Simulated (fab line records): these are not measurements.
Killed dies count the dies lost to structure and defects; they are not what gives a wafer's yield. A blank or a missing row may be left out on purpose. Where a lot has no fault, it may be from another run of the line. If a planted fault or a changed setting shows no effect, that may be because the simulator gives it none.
fab line records	flow nand-harc
record: lots: 24	wafers: 72	last-day: 24
route steps=1159 shown P_M0@267 P_M1@311
lots that met no fault: taken from a fault-free run of the same line
start-h: hours from the record's opening day to when the first of the lot's shown wafers began	wait-h: time in hours since the lot's previous step	" the same as in the row above	L1.1+2: one row covering several wafers at once	- either no value or no given start	* or withheld: withheld	< > ~ a bound
route shown NAME@n: NAME is a module with steps in the file, n the number in the route of the first one	usual: mean/standard deviation taken from wafers without a fault	same: alike in all rows	chamber/n: place in a boat	sites: each site's reading	_std_site: standard deviation across them	_edge_site: outer sites' mean less inner sites'	radius-mm: how far each site lies from the wafer's centre	mask NAME#n: copy n	behind: the most recent tool/chamber to have shaped the wafer	hold: why the lot went on hold/how many hours it stayed there/how the hold came to an end	device: whichever transistor did not switch (one of n, p or np)	end of line: tests of these same wafers at the route's end	a step given without rows: its recipe and nothing more	killed: the dies lost at the first sort to structure and to defects; this is not the yield of the wafer	map: a wafer's dies, marking killed ones x, the rest . and places with no die _
set.NAME: the setting that was run; set.NAME@STEP: the one run at that earlier step	model.NAME: the simulator's own value behind a step, which no gauge read
one table for each step of the route and one row for each wafer, over a sample of lots
services: when a tool's chamber went out of use (start-h, in hours from the record's first day, below 0 if earlier), for how many hours, and the reason
== steps ==
step: NHARC_P_M0_ETCH_34
recipe: target-depth-a: 400	overetch-a: 120	time-s: 43.94	ion-energy-ev: 200	n2-flow-sccm: 150	h2-flow-sccm: 150	ar-flow-sccm: 0	rf-w: 400	bias-w: 150	chemistry: N2/H2
usual: drypump-motor-current-A: 5.6/0.42	oes-product-au: 1.000/0.0078	rf-vpp-V: 430.4/2.6	showerhead-plenum-p-Torr: 2.04/0.087	throttle-valve-pct: 14.172/0.008
lot.wafer	tool	chamber	start-h	wait-h	drypump-motor-current-A	oes-product-au	rf-hours-counter-h	rf-vpp-V	showerhead-plenum-p-Torr	throttle-valve-pct
L074.4	rie-diel-03	3	119.00	0.1	5.9	1.012	7	429.0	1.99	14.170
L074.1	"	0	"	"	5.8	1.015	6	429.5	1.97	14.176
L074.6	"	2	"	"	6.2	0.997	-	426.0	1.89	14.174
L075.4	rie-diel-10	0	131.72	0.1	5.3	1.006	7	431.3	2.06	14.173
L075.5	"	0	"	"	5.3	1.006	-	431.2	2.06	14.172
L075.6	"	1	"	"	5.7	0.999	-	431.3	2.07	14.161
L076.1	rie-diel-05	2	132.01	0.1	6.6	1.001	8	433.6	2.14	14.166
L076.3	"	3	"	"	6.1	1.002	9	430.6	2.05	14.171
L076.6	"	2	"	"	6.6	0.992	-	433.2	2.14	14.160
L077.1	rie-diel-03	3	134.09	0.1	5.9	1.003	9	429.9	1.99	14.159
L077.3	"	0	"	"	5.7	1.007	7	428.3	1.97	14.171
L077.6	"	2	"	"	6.1	1.001	-	426.8	1.89	14.170
L079.2	rie-diel-10	3	148.79	0.1	5.6	0.990	8	433.6	2.15	14.162
L079.4	"	1	"	"	5.7	0.993	8	431.5	2.07	14.169
L079.6	"	3	"	"	5.7	1.005	-	434.1	2.15	14.177
L078.2	rie-diel-10	3	149.33	0.1	5.7	0.995	8	433.4	2.15	14.182
L078.4	"	0	"	"	5.3	0.995	8	431.1	2.06	14.170
L078.6	"	2	"	"	5.2	0.989	-	433.1	2.13	14.180
L080.1	rie-diel-03	0	149.81	0.1	5.8	1.013	9	428.1	1.97	14.177
L080.6	"	0	"	"	5.8	1.003	-	428.2	1.97	14.168
L080.5	"	1	"	"	5.3	1.007	-	427.8	1.93	14.167
L081.1	rie-diel-10	1	156.84	0.1	5.7	0.996	9	431.1	2.07	14.174
L081.4	"	2	"	"	5.2	0.996	9	433.7	2.13	14.165
L081.6	"	1	"	"	5.7	1.005	-	430.4	2.07	14.163
L083.4	rie-diel-03	1	167.46	0.1	5.3	1.007	11	428.7	1.92	14.189
L083.3	"	2	"	"	6.1	1.003	11	424.5	1.89	14.168
L083.5	"	1	"	"	5.3	1.015	-	427.0	1.92	14.174
L082.4	rie-diel-10	1	169.87	0.1	5.7	1.000	10	430.3	2.07	14.166
L082.2	"	2	"	"	5.2	0.998	11	431.3	2.12	14.168
L082.6	"	2	"	"	5.2	0.990	-	432.7	2.12	14.182
L085.1	rie-diel-05	3	180.47	0.1	6.1	1.000	1	430.5	2.05	14.167
L085.5	"	3	"	"	6.1	0.991	-	430.8	2.05	14.167
L085.6	"	0	"	"	4.9	0.990	-	428.4	1.94	14.166
L084.4	rie-diel-03	0	181.34	0.1	5.8	0.996	10	429.1	1.97	14.159
L084.2	"	2	"	"	6.1	0.994	11	425.3	1.89	14.157
L084.5	"	1	"	"	5.3	0.999	-	427.6	1.92	14.178
L086.1	rie-diel-05	2	193.92	0.1	6.6	0.996	2	432.7	2.14	14.171
L086.4	"	3	"	"	6.1	0.994	1	429.4	2.05	14.171
L086.2	"	1	"	"	5.1	1.004	2	426.7	1.92	14.190
L088.1	rie-diel-05	2	194.33	0.1	6.6	0.998	2	435.0	2.14	14.172
L088.4	"	1	"	"	5.1	1.007	2	427.7	1.92	14.186
L088.5	"	3	"	"	6.1	1.000	-	430.6	2.05	14.171
L087.3	rie-diel-10	1	195.16	0.1	5.7	0.995	1	431.0	2.07	14.179
L087.2	"	3	"	"	5.7	1.010	1	435.0	2.15	14.173
L087.6	"	1	"	"	5.7	0.997	-	430.4	2.07	14.186
L089.2	rie-diel-10	3	210.54	0.1	5.7	1.010	2	434.7	2.15	14.178
L089.4	"	0	"	"	5.3	1.001	2	431.0	2.06	14.167
L089.5	"	3	"	"	5.7	1.020	-	433.3	2.15	14.173
L090.1	rie-diel-10	2	211.00	0.1	5.2	1.005	2	432.5	2.12	14.180
L090.4	"	0	"	"	5.3	1.000	2	430.5	2.06	14.156
L090.6	"	2	"	"	5.2	1.007	-	433.6	2.12	14.172
L092.4	rie-diel-10	2	219.98	0.1	5.2	0.996	2	432.5	2.12	14.160
L092.1	"	3	"	"	5.6	1.000	3	433.8	2.15	14.171
L092.6	"	2	"	"	5.2	0.989	-	434.9	2.12	14.165
L091.3	rie-diel-10	1	221.08	0.1	5.7	0.998	2	430.8	2.07	14.180
L091.1	"	2	"	"	5.2	0.986	2	432.9	2.12	14.168
L091.6	"	3	"	"	5.6	1.015	-	433.8	2.15	14.170
L093.3	rie-diel-10	3	224.87	0.1	5.7	1.001	3	433.4	2.15	14.167
L093.2	"	0	"	"	5.3	0.991	3	429.6	2.06	14.156
L093.6	"	2	"	"	5.2	0.993	-	431.5	2.12	14.177
L094.3	rie-diel-05	1	236.76	0.1	5.1	0.999	5	427.7	1.92	14.180
L094.5	"	1	"	"	5.1	1.009	-	427.3	1.92	14.170
L094.6	"	2	"	"	6.6	1.007	-	433.8	2.14	14.179
L095.2	rie-diel-03	1	241.52	0.1	5.3	0.996	1	427.8	1.92	14.181
L095.3	"	2	"	"	6.1	1.007	1	425.5	1.89	14.173
L095.5	"	1	"	"	5.4	1.003	-	426.1	1.92	14.174
L097.1	rie-diel-10	2	246.39	0.1	5.2	0.990	5	432.6	2.12	14.160
L097.4	"	0	"	"	5.3	1.001	5	431.0	2.05	14.170
L097.6	"	2	"	"	5.2	0.996	-	433.5	2.12	14.186
L096.2	rie-diel-03	3	247.53	0.1	5.9	0.999	1	428.8	1.99	14.172
L096.1	"	0	"	"	5.8	1.007	2	427.2	1.96	14.181
L096.4	"	2	"	"	6.1	1.009	1	425.1	1.89	14.181
step: NHARC_P_M0_DEGAS_28
recipe: temp-c: 250	time-s: 60
usual: heater-power-w: 334/36	susceptor-temp-C: 250.00/0.17
lot.wafer	tool	chamber	start-h	wait-h	heater-power-w	susceptor-temp-C
L074.1	pvd-sputter-01	-	119.84	-	354	250.20
L074.4	"	-	"	"	307	249.83
L074.6	"	-	"	"	358	250.09
L075.4	pvd-sputter-02	-	132.61	-	359	249.96
L075.6	"	-	"	"	340	249.90
L075.5	"	-	"	"	358	250.07
L076.3	pvd-sputter-01	-	132.93	-	305	250.34
L076.1	"	-	"	"	297	250.04
L076.6	"	-	"	"	303	250.05
L077.1	pvd-sputter-02	-	134.99	-	343	-
L077.3	"	-	"	"	355	-
L077.6	"	-	"	"	367	-
L079.4	pvd-sputter-02	-	149.63	-	342	250.17
L079.2	"	-	"	"	360	249.98
L079.6	"	-	"	"	356	250.00
L078.2	pvd-sputter-01	-	150.16	-	305	249.90
L078.4	"	-	"	"	369	249.89
L078.6	"	-	"	"	305	249.82
L080.1	pvd-sputter-03	-	150.65	-	297	249.90
L080.6	"	-	"	"	293	250.10
L080.5	"	-	"	"	309	250.01
L081.4	pvd-sputter-03	-	157.68	-	315	249.50
L081.1	"	-	"	"	394	249.86
L081.6	"	-	"	"	314	250.06
L083.3	pvd-sputter-03	-	168.30	-	296	250.01
L083.4	"	-	"	"	302	249.69
L083.5	"	-	"	"	291	249.78
L082.2	pvd-sputter-03	-	170.73	-	295	250.25
L082.4	"	-	"	"	309	250.24
L082.6	"	-	"	"	407	250.20
L085.1	pvd-sputter-02	-	181.32	-	365	250.06
L085.6	"	-	"	"	359	249.94
L085.5	"	-	"	"	283	249.92
L084.2	pvd-sputter-01	-	182.18	-	374	249.78
L084.4	"	-	"	"	328	249.72
L084.5	"	-	"	"	370	250.10
L086.4	pvd-sputter-03	-	194.75	-	289	249.97
L086.2	"	-	"	"	312	249.83
L086.1	"	-	"	"	404	249.74
L088.4	pvd-sputter-01	-	195.16	-	314	249.98
L088.1	"	-	"	"	315	249.88
L088.5	"	-	"	"	317	250.27
L087.2	pvd-sputter-01	-	196.00	-	365	249.93
L087.3	"	-	"	"	361	250.32
L087.6	"	-	"	"	321	249.68
L089.4	pvd-sputter-02	-	211.37	-	367	250.04
L089.2	"	-	"	"	348	250.16
L089.5	"	-	"	"	338	249.98
L090.1	pvd-sputter-01	-	211.84	-	369	-
L090.4	"	-	"	"	324	-
L090.6	"	-	"	"	318	-
L092.4	pvd-sputter-03	-	220.98	-	294	249.77
L092.1	"	-	"	"	415	250.04
L092.6	"	-	"	"	311	249.82
L091.3	pvd-sputter-03	-	221.91	-	302	249.76
L091.1	"	-	"	"	409	249.66
L091.6	"	-	"	"	307	250.02
L093.3	pvd-sputter-01	-	225.69	-	365	249.93
L093.2	"	-	"	"	320	250.06
L093.6	"	-	"	"	315	249.99
L094.3	pvd-sputter-02	-	237.61	-	357	249.77
L094.6	"	-	"	"	270	250.04
L094.5	"	-	"	"	365	249.76
L095.3	pvd-sputter-01	-	242.34	-	318	249.90
L095.2	"	-	"	"	366	250.03
L095.5	"	-	"	"	365	250.09
L097.4	pvd-sputter-01	-	247.24	-	358	250.36
L097.1	"	-	"	"	372	250.05
L097.6	"	-	"	"	331	250.13
L096.4	pvd-sputter-02	-	248.36	-	355	250.05
L096.1	"	-	"	"	354	250.25
L096.2	"	-	"	"	278	249.85
step: NHARC_P_M0_PRE_CLEAN_29
recipe: time-s: 30	temp-c: 280	gas: H2/He
usual: heater-power-w: 417/46	susceptor-temp-C: 280.01/0.19
lot.wafer	tool	chamber	start-h	wait-h	heater-power-w	susceptor-temp-C
L074.1	pvd-sputter-01	-	-	-	365	280.28
L074.4	"	-	"	"	476	279.90
L074.6	"	-	"	"	427	280.34
L075.4	pvd-sputter-02	-	-	-	442	279.81
L075.6	"	-	"	"	444	280.04
L075.5	"	-	"	"	419	279.99
L076.3	pvd-sputter-01	-	-	-	444	279.93
L076.1	"	-	"	"	477	279.96
L076.6	"	-	"	"	446	280.13
L077.3	pvd-sputter-02	-	-	-	347	-
L077.1	"	-	"	"	451	-
L077.6	"	-	"	"	350	-
L079.4	pvd-sputter-02	-	-	-	416	279.59
L079.2	"	-	"	"	434	279.95
L079.6	"	-	"	"	436	279.65
L078.4	pvd-sputter-01	-	-	-	478	279.99
L078.2	"	-	"	"	364	280.07
L078.6	"	-	"	"	446	280.20
L080.1	pvd-sputter-03	-	-	-	376	280.09
L080.6	"	-	"	"	374	279.93
L080.5	"	-	"	"	493	279.94
L081.1	pvd-sputter-03	-	-	-	381	279.86
L081.4	"	-	"	"	368	279.87
L081.6	"	-	"	"	384	279.89
L083.4	pvd-sputter-03	-	-	-	496	279.69
L083.3	"	-	"	"	382	279.91
L083.5	"	-	"	"	358	280.06
L082.2	pvd-sputter-03	-	-	-	375	280.16
L082.4	"	-	"	"	496	280.05
L082.6	"	-	"	"	366	280.12
L085.1	pvd-sputter-02	-	-	-	445	279.76
L085.5	"	-	"	"	440	279.87
L085.6	"	-	"	"	416	279.91
L084.2	pvd-sputter-01	-	-	-	402	280.00
L084.4	"	-	"	"	465	279.90
L084.5	"	-	"	"	395	280.28
L086.1	pvd-sputter-03	-	-	-	355	280.32
L086.4	"	-	"	"	381	280.03
L086.2	"	-	"	"	377	279.93
L088.4	pvd-sputter-01	-	-	-	404	280.16
L088.1	"	-	"	"	390	280.38
L088.5	"	-	"	"	401	279.95
L087.3	pvd-sputter-01	-	-	-	456	280.03
L087.2	"	-	"	"	387	280.25
L087.6	"	-	"	"	447	279.66
L089.2	pvd-sputter-02	-	-	-	443	280.15
L089.4	"	-	"	"	444	280.04
L089.5	"	-	"	"	418	279.86
L090.1	pvd-sputter-01	-	-	-	462	279.91
L090.4	"	-	"	"	394	279.94
L090.6	"	-	"	"	451	279.85
L092.4	pvd-sputter-03	-	-	-	386	280.06
L092.1	"	-	"	"	360	279.95
L092.6	"	-	"	"	511	279.98
L091.1	pvd-sputter-03	-	-	-	357	280.08
L091.3	"	-	"	"	378	280.38
L091.6	"	-	"	"	358	280.20
L093.2	pvd-sputter-01	-	-	-	450	279.99
L093.3	"	-	"	"	453	280.07
L093.6	"	-	"	"	447	279.64
L094.3	pvd-sputter-02	-	-	-	333	279.90
L094.6	"	-	"	"	442	280.04
L094.5	"	-	"	"	425	280.05
L095.2	pvd-sputter-01	-	-	-	464	280.06
L095.3	"	-	"	"	394	280.16
L095.5	"	-	"	"	398	280.34
L097.1	pvd-sputter-01	-	-	-	459	279.57
L097.4	"	-	"	"	399	280.16
L097.6	"	-	"	"	436	279.96
L096.4	pvd-sputter-02	-	-	-	344	279.92
L096.2	"	-	"	"	445	279.97
L096.1	"	-	"	"	428	279.73
step: NHARC_P_M0_PVD_21
recipe: target-thk-a: 300	chamber-pressure-pa: 5	power-w: 5000	substrate-temp-c: 30	time-s: 20.49	material: Cu
usual: throttle-valve-pct: 30.2/1.3
lot.wafer	tool	chamber	start-h	wait-h	throttle-valve-pct
L074.4	pvd-sputter-01	-	-	-	30.0
L074.1	"	-	"	"	31.3
L074.6	"	-	"	"	30.3
L075.4	pvd-sputter-02	-	-	-	27.6
L075.5	"	-	"	"	30.5
L075.6	"	-	"	"	30.2
L076.1	pvd-sputter-01	-	-	-	30.4
L076.3	"	-	"	"	27.7
L076.6	"	-	"	"	31.3
L077.1	pvd-sputter-02	-	-	-	27.8
L077.3	"	-	"	"	30.1
L077.6	"	-	"	"	27.6
L079.2	pvd-sputter-02	-	-	-	27.2
L079.4	"	-	"	"	30.3
L079.6	"	-	"	"	27.4
L078.2	pvd-sputter-01	-	-	-	27.6
L078.4	"	-	"	"	30.3
L078.6	"	-	"	"	31.3
L080.1	pvd-sputter-03	-	-	-	31.3
L080.6	"	-	"	"	32.6
L080.5	"	-	"	"	30.2
L081.1	pvd-sputter-03	-	-	-	31.6
L081.4	"	-	"	"	32.5
L081.6	"	-	"	"	31.6
L083.3	pvd-sputter-03	-	-	-	31.1
L083.4	"	-	"	"	31.7
L083.5	"	-	"	"	31.3
L082.2	pvd-sputter-03	-	-	-	32.7
L082.4	"	-	"	"	31.0
L082.6	"	-	"	"	30.4
L085.1	pvd-sputter-02	-	-	-	30.9
L085.6	"	-	"	"	27.4
L085.5	"	-	"	"	30.5
L084.2	pvd-sputter-01	-	-	-	28.2
L084.4	"	-	"	"	31.5
L084.5	"	-	"	"	29.4
L086.4	pvd-sputter-03	-	-	-	31.6
L086.2	"	-	"	"	30.2
L086.1	"	-	"	"	30.8
L088.1	pvd-sputter-01	-	-	-	28.2
L088.4	"	-	"	"	30.6
L088.5	"	-	"	"	31.3
L087.3	pvd-sputter-01	-	-	-	29.4
L087.2	"	-	"	"	30.9
L087.6	"	-	"	"	30.8
L089.4	pvd-sputter-02	-	-	-	30.3
L089.2	"	-	"	"	30.0
L089.5	"	-	"	"	29.8
L090.4	pvd-sputter-01	-	-	-	31.2
L090.1	"	-	"	"	31.0
L090.6	"	-	"	"	31.3
L092.4	pvd-sputter-03	-	-	-	31.0
L092.1	"	-	"	"	31.4
L092.6	"	-	"	"	30.7
L091.1	pvd-sputter-03	-	-	-	31.8
L091.3	"	-	"	"	32.6
L091.6	"	-	"	"	31.0
L093.2	pvd-sputter-01	-	-	-	30.8
L093.3	"	-	"	"	28.5
L093.6	"	-	"	"	30.4
L094.3	pvd-sputter-02	-	-	-	30.7
L094.5	"	-	"	"	30.5
L094.6	"	-	"	"	30.5
L095.2	pvd-sputter-01	-	-	-	30.6
L095.3	"	-	"	"	28.2
L095.5	"	-	"	"	31.2
L097.1	pvd-sputter-01	-	-	-	30.9
L097.4	"	-	"	"	28.5
L097.6	"	-	"	"	30.6
L096.2	pvd-sputter-02	-	-	-	27.9
L096.4	"	-	"	"	30.6
L096.1	"	-	"	"	30.1
step: NHARC_P_M0_ANNEAL_30
recipe: temp-c: 225	time-s: 90
usual: wafer_temp_C_max: 226.2/0.48
lot.wafer	tool	chamber	start-h	wait-h	wafer_temp_C_max
L074.1	rtp-anneal-01	0	120.58	0.3	225.5
L074.4	"	0	"	"	225.6
L074.6	"	0	"	"	225.4
L075.4	rtp-anneal-02	0	133.63	-	225.8
L075.5	"	0	"	"	226.2
L075.6	"	0	"	"	226.6
L076.1	rtp-anneal-02	0	133.94	-	226.3
L076.3	"	0	"	"	226.5
L076.6	"	0	"	"	226.5
L077.1	rtp-anneal-02	0	135.71	0.3	227.0
L077.3	"	0	"	"	226.7
L077.6	"	0	"	"	227.4
L079.2	rtp-anneal-01	0	150.44	-	225.7
L079.4	"	0	"	"	225.7
L079.6	"	0	"	"	226.0
L078.2	rtp-anneal-02	0	151.30	0.6	226.9
L078.4	"	0	"	"	226.3
L078.6	"	0	"	"	227.0
L080.1	rtp-anneal-02	0	151.57	0.5	226.5
L080.5	"	0	"	"	226.2
L080.6	"	0	"	"	226.5
L081.1	rtp-anneal-01	0	158.52	0.3	225.6
L081.4	"	0	"	"	225.7
L081.6	"	0	"	"	225.7
L083.3	rtp-anneal-02	0	169.15	-	227.1
L083.4	"	0	"	"	226.0
L083.5	"	0	"	"	226.1
L082.2	rtp-anneal-01	0	171.73	-	225.9
L082.4	"	0	"	"	225.8
L082.6	"	0	"	"	225.4
L085.1	rtp-anneal-02	0	182.56	-	226.3
L085.5	"	0	"	"	226.4
L085.6	"	0	"	"	226.9
L084.2	rtp-anneal-01	0	182.99	0.4	225.5
L084.4	"	0	"	"	225.6
L084.5	"	0	"	"	225.9
L086.1	rtp-anneal-02	0	195.50	-	226.6
L086.2	"	0	"	"	226.8
L086.4	"	0	"	"	226.2
L088.1	rtp-anneal-02	0	195.90	0.3	226.8
L088.4	"	0	"	"	227.4
L088.5	"	0	"	"	226.0
L087.2	rtp-anneal-02	0	196.79	0.4	226.0
L087.3	"	0	"	"	226.1
L087.6	"	0	"	"	226.4
L089.2	rtp-anneal-02	0	212.17	0.4	226.6
L089.4	"	0	"	"	226.8
L089.5	"	0	"	"	227.4
L090.1	rtp-anneal-02	0	212.67	-	226.4
L090.4	"	0	"	"	227.0
L090.6	"	0	"	"	226.1
L092.1	rtp-anneal-01	0	221.88	0.5	225.9
L092.4	"	0	"	"	225.5
L092.6	"	0	"	"	226.0
L091.1	rtp-anneal-02	0	222.65	0.3	226.6
L091.3	"	0	"	"	226.2
L091.6	"	0	"	"	226.4
L093.2	rtp-anneal-01	0	226.64	0.3	225.8
L093.3	"	0	"	"	225.6
L093.6	"	0	"	"	225.7
L094.3	rtp-anneal-01	0	238.46	0.3	225.7
L094.5	"	0	"	"	225.8
L094.6	"	0	"	"	225.8
L095.2	rtp-anneal-02	0	243.13	-	226.7
L095.3	"	0	"	"	226.0
L095.5	"	0	"	"	226.5
L097.1	rtp-anneal-01	0	247.97	-	226.0
L097.4	"	0	"	"	226.0
L097.6	"	0	"	"	225.8
L096.1	rtp-anneal-01	0	249.10	-	225.7
L096.2	"	0	"	"	225.8
L096.4	"	0	"	"	226.0
step: NHARC_P_M1_CMP_23
recipe: t-overpolish-s: 20	target-thk-nm: 157.82
usual: edge-zone-pressure-frac: 0.999/0.0048	motor-current-A: 12.0/1.1	time-to-endpoint-s: 28.3/1.9
lot.wafer	tool	chamber	start-h	wait-h	edge-zone-pressure-frac	motor-current-A	time-to-endpoint-s
L074.4	cmp-01	0	125.12	-	1.000	12.9	30.5
L074.1	"	1	"	"	0.997	11.0	27.6
L074.6	"	0	"	"	0.997	12.2	29.3
L075.4	cmp-01	3	138.24	-	0.998	10.9	29.6
L075.6	"	0	"	"	0.995	12.1	29.0
L075.5	"	1	"	"	1.002	10.8	26.7
L076.3	cmp-01	2	138.64	-	1.006	10.5	31.7
L076.1	"	3	"	"	0.998	11.0	31.5
L076.6	"	2	"	"	0.999	9.6	31.9
L077.1	cmp-02	3	140.24	-	1.008	13.5	26.8
L077.3	"	1	"	"	0.999	12.8	28.2
L077.6	"	3	"	"	1.007	13.3	27.1
L079.2	cmp-01	0	154.95	-	1.007	12.3	30.1
L079.4	"	1	"	"	1.007	11.6	27.8
L079.6	"	3	"	"	0.995	10.6	28.1
L078.2	cmp-02	2	155.78	-	0.993	12.3	28.1
L078.4	"	0	"	"	1.000	12.6	27.8
L078.6	"	3	"	"	0.990	12.6	29.3
L080.1	cmp-02	3	156.12	-	0.999	13.6	28.9
L080.5	"	2	"	"	1.003	11.8	25.5
L080.6	"	3	"	"	0.995	13.5	26.4
L081.1	cmp-01	3	163.12	-	0.997	11.9	25.8
L081.4	"	0	"	"	0.991	12.5	31.1
L081.6	"	0	"	"	1.004	11.7	32.5
L083.3	cmp-03	1	173.44	-	1.000	13.6	29.6
L083.4	"	2	"	"	0.991	10.9	28.9
L083.5	"	2	"	"	1.003	10.6	28.1
L082.4	cmp-01	1	176.21	-	1.000	11.1	28.2
L082.2	"	2	"	"	1.006	10.3	27.7
L082.6	"	2	"	"	1.004	9.8	26.7
L085.1	cmp-02	1	187.34	-	1.005	12.0	31.5
L085.5	"	3	"	"	0.999	13.1	30.4
L085.6	"	0	"	"	1.005	12.0	30.9
L084.4	cmp-03	1	187.63	-	1.002	13.5	28.0
L084.2	"	2	"	"	1.000	10.4	30.0
L084.5	"	0	"	"	0.997	12.6	26.3
L086.2	cmp-02	3	200.19	-	1.007	13.2	27.6
L086.4	"	0	"	"	1.002	12.0	27.2
L086.1	"	1	"	"	1.004	13.1	30.0
L088.1	cmp-03	0	200.55	-	1.002	13.4	30.1
L088.4	"	1	"	"	0.997	13.4	28.8
L088.5	"	0	"	"	0.996	13.3	29.4
L087.3	cmp-01	0	201.29	-	1.001	12.3	32.4
L087.2	"	3	"	"	0.994	11.4	27.5
L087.6	"	1	"	"	0.995	11.4	27.2
L089.2	cmp-02	3	216.63	-	0.999	13.3	28.0
L089.4	"	2	"	"	0.999	11.8	25.0
L089.5	"	3	"	"	1.001	12.6	26.3
L090.1	cmp-02	0	217.44	-	1.006	12.2	25.6
L090.4	"	1	"	"	1.003	12.4	29.2
L090.6	"	1	"	"	1.009	12.7	27.0
L092.4	cmp-03	3	227.14	-	0.990	12.5	29.2
L092.1	"	1	"	"	0.997	13.8	30.3
L092.6	"	0	"	"	0.997	12.7	30.2
L091.1	cmp-01	0	227.42	-	1.005	12.6	30.0
L091.3	"	3	"	"	0.995	10.7	28.2
L091.6	"	1	"	"	0.998	11.4	26.4
L093.2	cmp-03	3	231.10	-	1.003	13.0	24.6
L093.3	"	0	"	"	1.001	12.7	28.8
L093.6	"	3	"	"	1.006	13.0	29.4
L094.3	cmp-03	2	243.07	-	0.999	10.4	26.7
L094.6	"	1	"	"	0.997	13.2	31.3
L094.5	"	2	"	"	1.010	10.5	30.1
L095.2	cmp-02	3	247.57	-	0.988	13.4	26.8
L095.3	"	1	"	"	0.993	12.9	27.2
L095.5	"	0	"	"	0.996	12.7	27.5
L097.1	cmp-03	2	252.44	-	1.002	10.4	29.8
L097.4	"	3	"	"	1.006	13.0	27.2
L097.6	"	0	"	"	0.999	12.3	28.5
L096.4	cmp-01	1	253.49	-	1.002	11.8	23.5
L096.1	"	3	"	"	1.000	10.8	27.2
L096.2	"	0	"	"	1.007	12.2	29.7
== services ==
tool	chamber	start-h	hours	kind
rtp-anneal-02	-	96.19	1.3	repair
rie-diel-05	1	97.08	4.5	repair
rie-diel-10	3	101.29	5.3	repair
pvd-sputter-03	-	102.00	10.0	pm
cmp-03	-	104.10	4.7	repair
cmp-02	-	128.59	4.0	pm
cmp-02	-	143.40	5.5	repair
rie-diel-03	0	151.13	7.8	repair
cmp-03	-	156.00	4.0	pm
pvd-sputter-02	-	156.62	3.6	repair
cmp-01	-	158.27	0.5	repair
rie-diel-05	-	163.60	9.0	pm
rie-diel-10	-	176.50	9.0	pm
cmp-01	-	179.62	4.0	pm
pvd-sputter-01	-	180.76	0.5	repair
rie-diel-05	-	192.38	0.9	repair
cmp-03	-	208.79	2.6	repair
rie-diel-05	3	212.10	15.4	repair
pvd-sputter-02	-	214.00	10.0	pm
rie-diel-03	-	215.30	9.0	pm
cmp-02	-	226.59	4.0	pm
rie-diel-10	2	248.77	1.7	repair
cmp-02	-	251.05	7.4	repair
rie-diel-10	0	251.81	1.4	repair
== key ==
fault none
